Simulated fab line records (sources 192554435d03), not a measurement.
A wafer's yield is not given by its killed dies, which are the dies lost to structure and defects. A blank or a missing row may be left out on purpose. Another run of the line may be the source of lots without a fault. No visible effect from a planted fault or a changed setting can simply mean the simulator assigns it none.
Lot-split experiment || flow n5Finfet || 7 lots, 39 wafers read, on a route of 1938 steps

== ABOUT THE SPLIT ==
At N5_SD_EPI_P_ETCH_36 (etches SiARC in CF4, target depth 45.5 nm, time 75.8 s), the setting biasW was moved away from the recipe's 36 W on 12 of the 39 wafers read, by -17.7% to +14.3%. For the rest of the wafers, this setting stayed at what the recipe calls for.

Reading taken at the split's own step.

== THE READING ==
rfVppV, in V, at N5_SD_EPI_P_ETCH_36 (etches SiARC in CF4, target depth 45.5 nm, time 75.8 s). A value of 183.9 V with a standard deviation of 1.1 V is what fault-free wafers of this fab line usually give.

{"wafer": "L074.1", "tool, chamber at the split": "rieDiel-04, 2", "biasW as run, W": 38.61, "against the recipe": "+7.3%", "rfVppV, V": 191.5, "against lot-mates on the recipe": "+7.5"}
{"wafer": "L074.2", "tool, chamber at the split": "rieDiel-04, 1", "biasW as run, W": 36, "against the recipe": "recipe", "rfVppV, V": 185.5, "against lot-mates on the recipe": "-"}
{"wafer": "L074.3", "tool, chamber at the split": "rieDiel-04, 0", "biasW as run, W": 36, "against the recipe": "recipe", "rfVppV, V": 183.1, "against lot-mates on the recipe": "-"}
{"wafer": "L074.4", "tool, chamber at the split": "rieDiel-04, 0", "biasW as run, W": 36, "against the recipe": "recipe", "rfVppV, V": 183.3, "against lot-mates on the recipe": "-"}
{"wafer": "L074.5", "tool, chamber at the split": "rieDiel-04, 2", "biasW as run, W": 38.61, "against the recipe": "+7.3%", "rfVppV, V": 193.1, "against lot-mates on the recipe": "+9.1"}
{"wafer": "L074.6", "tool, chamber at the split": "rieDiel-04, 1", "biasW as run, W": 38.61, "against the recipe": "+7.3%", "rfVppV, V": 194.0, "against lot-mates on the recipe": "+10.0"}
{"wafer": "L075.1", "tool, chamber at the split": "rieDiel-04, 0", "biasW as run, W": 36, "against the recipe": "recipe", "rfVppV, V": 181.9, "against lot-mates on the recipe": "-"}
{"wafer": "L075.2", "tool, chamber at the split": "rieDiel-04, 3", "biasW as run, W": 36, "against the recipe": "recipe", "rfVppV, V": 184.7, "against lot-mates on the recipe": "-"}
{"wafer": "L075.3", "tool, chamber at the split": "rieDiel-04, 2", "biasW as run, W": 36, "against the recipe": "recipe", "rfVppV, V": 184.9, "against lot-mates on the recipe": "-"}
{"wafer": "L075.4", "tool, chamber at the split": "rieDiel-04, 1", "biasW as run, W": 36, "against the recipe": "recipe", "rfVppV, V": 185.9, "against lot-mates on the recipe": "-"}
{"wafer": "L075.5", "tool, chamber at the split": "rieDiel-04, 1", "biasW as run, W": 36, "against the recipe": "recipe", "rfVppV, V": 185.1, "against lot-mates on the recipe": "-"}
{"wafer": "L075.6", "tool, chamber at the split": "rieDiel-04, 2", "biasW as run, W": 36, "against the recipe": "recipe", "rfVppV, V": 183.3, "against lot-mates on the recipe": "-"}
{"wafer": "L080.1", "tool, chamber at the split": "rieDiel-06, 1", "biasW as run, W": 29.63, "against the recipe": "-17.7%", "rfVppV, V": 162.0, "against lot-mates on the recipe": -22.8}
{"wafer": "L080.2", "tool, chamber at the split": "rieDiel-06, 3", "biasW as run, W": 36, "against the recipe": "recipe", "rfVppV, V": 184.4, "against lot-mates on the recipe": "-"}
{"wafer": "L080.3", "tool, chamber at the split": "rieDiel-06, 0", "biasW as run, W": 36, "against the recipe": "recipe", "rfVppV, V": 184.0, "against lot-mates on the recipe": "-"}
{"wafer": "L080.4", "tool, chamber at the split": "rieDiel-06, 2", "biasW as run, W": 36, "against the recipe": "recipe", "rfVppV, V": 185.9, "against lot-mates on the recipe": "-"}
{"wafer": "L080.5", "tool, chamber at the split": "rieDiel-06, 2", "biasW as run, W": 29.63, "against the recipe": "-17.7%", "rfVppV, V": 162.0, "against lot-mates on the recipe": -22.8}
{"wafer": "L080.6", "tool, chamber at the split": "rieDiel-06, 1", "biasW as run, W": 29.63, "against the recipe": "-17.7%", "rfVppV, V": 161.2, "against lot-mates on the recipe": -23.6}
{"wafer": "L084.2", "tool, chamber at the split": "rieDiel-03, 3", "biasW as run, W": 36, "against the recipe": "recipe", "rfVppV, V": 183.8, "against lot-mates on the recipe": "-"}
{"wafer": "L084.3", "tool, chamber at the split": "rieDiel-03, 0", "biasW as run, W": 36, "against the recipe": "recipe", "rfVppV, V": 182.4, "against lot-mates on the recipe": "-"}
{"wafer": "L084.5", "tool, chamber at the split": "rieDiel-03, 0", "biasW as run, W": 36, "against the recipe": "recipe", "rfVppV, V": 183.4, "against lot-mates on the recipe": "-"}
{"wafer": "L085.1", "tool, chamber at the split": "rieDiel-04, 1", "biasW as run, W": 41.15, "against the recipe": "+14.3%", "rfVppV, V": 202.4, "against lot-mates on the recipe": "+19.0"}
{"wafer": "L085.2", "tool, chamber at the split": "rieDiel-04, 3", "biasW as run, W": 36, "against the recipe": "recipe", "rfVppV, V": 183.8, "against lot-mates on the recipe": "-"}
{"wafer": "L085.3", "tool, chamber at the split": "rieDiel-04, 0", "biasW as run, W": 41.15, "against the recipe": "+14.3%", "rfVppV, V": 198.4, "against lot-mates on the recipe": "+15.0"}
{"wafer": "L085.4", "tool, chamber at the split": "rieDiel-04, 2", "biasW as run, W": 41.15, "against the recipe": "+14.3%", "rfVppV, V": 200.5, "against lot-mates on the recipe": "+17.1"}
{"wafer": "L085.5", "tool, chamber at the split": "rieDiel-04, 3", "biasW as run, W": 36, "against the recipe": "recipe", "rfVppV, V": 182.5, "against lot-mates on the recipe": "-"}
{"wafer": "L085.6", "tool, chamber at the split": "rieDiel-04, 0", "biasW as run, W": 36, "against the recipe": "recipe", "rfVppV, V": 183.9, "against lot-mates on the recipe": "-"}
{"wafer": "L086.1", "tool, chamber at the split": "rieDiel-03, 1", "biasW as run, W": 36, "against the recipe": "recipe", "rfVppV, V": 184.6, "against lot-mates on the recipe": "-"}
{"wafer": "L086.2", "tool, chamber at the split": "rieDiel-03, 3", "biasW as run, W": 36, "against the recipe": "recipe", "rfVppV, V": 181.9, "against lot-mates on the recipe": "-"}
{"wafer": "L086.3", "tool, chamber at the split": "rieDiel-03, 2", "biasW as run, W": 36, "against the recipe": "recipe", "rfVppV, V": 185.1, "against lot-mates on the recipe": "-"}
{"wafer": "L086.4", "tool, chamber at the split": "rieDiel-03, 0", "biasW as run, W": 36, "against the recipe": "recipe", "rfVppV, V": 183.9, "against lot-mates on the recipe": "-"}
{"wafer": "L086.5", "tool, chamber at the split": "rieDiel-03, 2", "biasW as run, W": 36, "against the recipe": "recipe", "rfVppV, V": 185.7, "against lot-mates on the recipe": "-"}
{"wafer": "L086.6", "tool, chamber at the split": "rieDiel-03, 3", "biasW as run, W": 36, "against the recipe": "recipe", "rfVppV, V": 181.9, "against lot-mates on the recipe": "-"}
{"wafer": "L088.1", "tool, chamber at the split": "rieDiel-03, 2", "biasW as run, W": 32.17, "against the recipe": "-10.6%", "rfVppV, V": 172.6, "against lot-mates on the recipe": -10.3}
{"wafer": "L088.2", "tool, chamber at the split": "rieDiel-03, 3", "biasW as run, W": 36, "against the recipe": "recipe", "rfVppV, V": 183.4, "against lot-mates on the recipe": "-"}
{"wafer": "L088.3", "tool, chamber at the split": "rieDiel-03, 1", "biasW as run, W": 32.17, "against the recipe": "-10.6%", "rfVppV, V": 171.6, "against lot-mates on the recipe": -11.3}
{"wafer": "L088.4", "tool, chamber at the split": "rieDiel-03, 0", "biasW as run, W": 36, "against the recipe": "recipe", "rfVppV, V": 182.6, "against lot-mates on the recipe": "-"}
{"wafer": "L088.5", "tool, chamber at the split": "rieDiel-03, 3", "biasW as run, W": 36, "against the recipe": "recipe", "rfVppV, V": 182.7, "against lot-mates on the recipe": "-"}
{"wafer": "L088.6", "tool, chamber at the split": "rieDiel-03, 0", "biasW as run, W": 32.17, "against the recipe": "-10.6%", "rfVppV, V": 169.4, "against lot-mates on the recipe": -13.5}

FIT RESULTS
A straight line over all 39 wafers: rfVppV changes by +1.21 V for each +1% of biasW; r = +0.99; the points scatter about the line by 1.3 V.
The same after taking each lot's own level away (the mean of its wafers on the recipe; 39 wafers): +1.23 V for each +1%; r = +0.99; scatter 1.3 V.
On that fit, the largest move of biasW shifts the reading by 22 V.
The lots' own levels span 182.90 to 184.77 V, that is 1.7 times the standard deviation above.
So the lot-to-lot level changes the slope little: the two slopes agree.
Check: -21.6 V against its lot-mates is what the line predicts for one of the wafers moved furthest among these (-17.7%) when that wafer is left out of the fit. Against them it came out at -22.8 V.
Tool readings at the split's step, against how far the setting was moved: rfVppV r = +0.99.

== FILE'S OWN FIT ==
rfVppV changes by +1.23 V for each +1% of biasW, r = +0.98.
